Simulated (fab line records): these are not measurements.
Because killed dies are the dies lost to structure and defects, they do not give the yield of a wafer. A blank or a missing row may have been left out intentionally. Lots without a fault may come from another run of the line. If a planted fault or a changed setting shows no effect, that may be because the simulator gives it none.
Lot-split experiment    flow n5-finfet    21 wafers read across 7 lots, on a route 1938 steps long

SPLIT DETAILS
At N5_BEOL_M9_COAT_05 (resist thk 90 nm), the setting spin-rpm was moved away from the recipe's 1500 rpm on 6 of the 21 wafers read, by -10.9% to +10.4%. This setting was run at the recipe's value on the other wafers.

FROM THE SPLIT TO THE READING: what the file shows between them, 4 steps
- N5_BEOL_M9_EBR_07
- N5_BEOL_M9_SOFTBAKE_06: time 60 s
- N5_BEOL_M9_EXPOSE_08: exposes mask M9
- N5_BEOL_M9_PEB_09: peb time 60 s

THE READING
CAR-ArF_of_BEOL_M9_COAT_05.thk-nm (the simulator's own value, which no gauge read), in nm, at N5_BEOL_M9_DEVELOP_10 (develop time 30 s). The file does not state a usual value for it. The 15 wafers here that ran the recipe average 88.2 nm, standard deviation 0.26 nm.

wafer   tool, chamber at the split  spin-rpm as run, rpm  against the recipe  CAR-ArF_of_BEOL_M9_COAT_05.thk-nm, nm  against lot-mates on the recipe
L074.1  litho-track-05, 0           1609                  +7.3%               85                                     -3.1
L074.5  litho-track-05, 0           1500                  recipe              88                                     -
L074.6  litho-track-05, 0           1500                  recipe              88.2                                   -
L077.1  litho-track-05, 0           1500                  recipe              88                                     -
L077.2  litho-track-05, 0           1500                  recipe              88                                     -
L077.3  litho-track-05, 0           1336                  -10.9%              93                                     +5.0
L082.1  litho-track-02, 0           1500                  recipe              88.6                                   -
L082.5  litho-track-02, 0           1500                  recipe              88.6                                   -
L082.4  litho-track-02, 0           1500                  recipe              88.4                                   -
L083.3  litho-track-05, 0           1500                  recipe              88.2                                   -
L083.4  litho-track-05, 0           1500                  recipe              88.6                                   -
L083.6  litho-track-05, 0           1500                  recipe              88.4                                   -
L091.1  litho-track-05, 0           1656                  +10.4%              83.2                                   -4.6
L091.2  litho-track-05, 0           1500                  recipe              87.8                                   -
L091.4  litho-track-05, 0           1656                  +10.4%              83.6                                   -4.2
L092.2  litho-track-05, 0           1500                  recipe              88.2                                   -
L092.6  litho-track-05, 0           1500                  recipe              88.2                                   -
L092.5  litho-track-05, 0           1500                  recipe              88                                     -
L094.1  litho-track-05, 0           1421                  -5.3%               90.4                                   +2.6
L094.3  litho-track-05, 0           1421                  -5.3%               90.4                                   +2.6
L094.5  litho-track-05, 0           1500                  recipe              87.8                                   -

THE FIT
A straight line over all 21 wafers: CAR-ArF_of_BEOL_M9_COAT_05.thk-nm changes by -0.447 nm for each +1% of spin-rpm; r = -0.99; the points scatter about the line by 0.25 nm.
The same after taking each lot's own level away (the mean of its wafers on the recipe; 21 wafers): -0.442 nm for each +1%; r = -1.00; scatter 0.15 nm.
The reading moves by 4.8 nm for the largest change in spin-rpm, on that fit.
Measured against the standard deviation above, the lots' own levels, which go from 87.80 to 88.53 nm, span 2.8 times it.
The two slopes are in agreement: the lot-to-lot level therefore moves the slope only a little.
Check: +4.84 nm against its lot-mates is what the line predicts for one of the wafers moved furthest among these (-10.9%) when that wafer is left out of the fit. It came out at +5 nm against them.

OTHER SPLITS ON THESE WAFERS
Other splits were also applied to these wafers ahead of the reading. Each is held against what the fit with the lots' levels taken away leaves over:
other split on the same wafers     wafers away from the commonest value  r with CAR-ArF_of_BEOL_M9_COAT_05.thk-nm (lot level and that fit taken away)
N5_BEOL_M8_COAT_71 spin-rpm        9                                     +0.06
N5_BEOL_M9_HM_DEP_02 target-thk-a  10                                    -0.06

THE WHOLE CHAIN: every reading that the file lists as answering this split, in the file's order
step                   what it does       reading                                                                             change (the file's fit)                r (the file's)
N5_BEOL_M9_COAT_05     resist thk 90 nm   CAR-ArF_of_BEOL_M9_COAT_05.thk-nm (the simulator's own value, which no gauge read)  -0.454 nm for each +1% of the setting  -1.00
N5_BEOL_M9_DEVELOP_10  develop time 30 s  CAR-ArF_of_BEOL_M9_COAT_05.thk-nm (the simulator's own value, which no gauge read)  -0.443 nm for each +1% of the setting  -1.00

THE FILE'S OWN FIT
CAR-ArF_of_BEOL_M9_COAT_05.thk-nm changes by -0.443 nm for each +1% of spin-rpm, r = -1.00.
